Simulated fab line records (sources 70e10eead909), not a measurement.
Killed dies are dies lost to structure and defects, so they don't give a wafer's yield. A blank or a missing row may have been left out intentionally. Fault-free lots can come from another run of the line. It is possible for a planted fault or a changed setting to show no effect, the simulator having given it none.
8D (eight disciplines) problem report, filled in by code || flow nand-harc || the parts of the form that need people (team, actions taken, sign-off) are left out

## 1. THE PROBLEM
Wafers without a fault read 4.1, standard deviation 3; killed-at-periphery at NHARC_END_SORT_01 reads a mean of 624.0 on 6 wafers belonging to 2 lots. That is +99 or more standard deviations from the usual mean.
First seen on wafer L824.1, day 28 10:43, on prober-01. The record has a number at this step for 6 wafers belonging to 2 lots. By rule, "out" or "out of limits" means more than 4 standard deviations away from the usual mean. The other wafers with a number count as sound.

## 2. WHAT THIS IS AND IS NOT
{"question": "which readings at this step", "is": "killed-at-periphery, killed-dies", "is not": "killed-at-array, killed-at-other, killed-open, killed-short"}
{"question": "which lots", "is": "L823, L824", "is not": "-"}
{"question": "which wafers of those lots", "is": "all that have a number", "is not": "-"}
{"question": "read on which gauges", "is": "prober-01, prober-02", "is not": "-"}
{"question": "when", "is": "from day 28 10:43", "is not": "up to then (0 sound wafers)"}

## 3. THE SUSPECTS, EACH WITH WHAT RULES IT OUT
Counting: a tool at any process step up to the reading remains a suspect when it ran all the lots that are out and ran no sound lot after the first of those.
- the gauge at NHARC_END_SORT_01 is ruled out. 2 gauges (prober-01, prober-02) read the wafers that are out.
- wet-bench-09 at NHARC_P_ZERO_WELL_STRIP_56 (strips in SPM, time 840 s): kept. It ran every lot that is out, first L823 (day 5 10:22), and no sound lot after that.
Left after counting: wet-bench-09 at NHARC_P_ZERO_WELL_STRIP_56.

## 4. THE CAUSE (what the simulator had put in)
Step skipped in full: wet-bench-09, at NHARC_P_ZERO_WELL_STRIP_56, from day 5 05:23 onward. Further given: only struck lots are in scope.
Only this tool survived the counting.

## 5. SEQUENCE OF EFFECTS, ordered by route
One row per reading whose mean, taken over the struck wafers that have a number, lies over 3 standard deviations from the usual. Only readings whose record carries a usual standard deviation are examined. hours: median over the lots of the time between each lot's start at the first step of this table that gives one and its start at this step. sigmas: the change, counted in usual standard deviations.
{"hours": 0, "step": "NHARC_END_SORT_01", "reading": "killed-at-periphery", "usual": 4.1, "on struck wafers": 624.0, "change": "+619.9", "sigmas": "+99 or more"}
{"hours": 0, "step": "NHARC_END_SORT_01", "reading": "killed-dies", "usual": 51, "on struck wafers": 677, "change": "+626", "sigmas": "+37"}
Readings that are blank on the struck wafers while sound wafers have them: bath-guard-temp-C at NHARC_P_ZERO_WELL_STRIP_56; bath-heat-duty-pct at NHARC_P_ZERO_WELL_STRIP_56.

## 6. WHAT WOULD HAVE CAUGHT IT SOONER
The first out-of-limits reading at a measuring or inspecting step in this record came at day 28 10:43, 557 hours after the fault's start at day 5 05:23.
At NHARC_P_ZERO_WELL_STRIP_56 the tool's readings are blank on the struck wafers, where sound wafers have them: an empty tool record is the first sign, and it was there at once.
By day 28 10:43 the whole set of lots that are out, 2 in number, had already begun NHARC_P_ZERO_WELL_STRIP_56 on wet-bench-09. A hold on the tool at that time would have spared none of them.
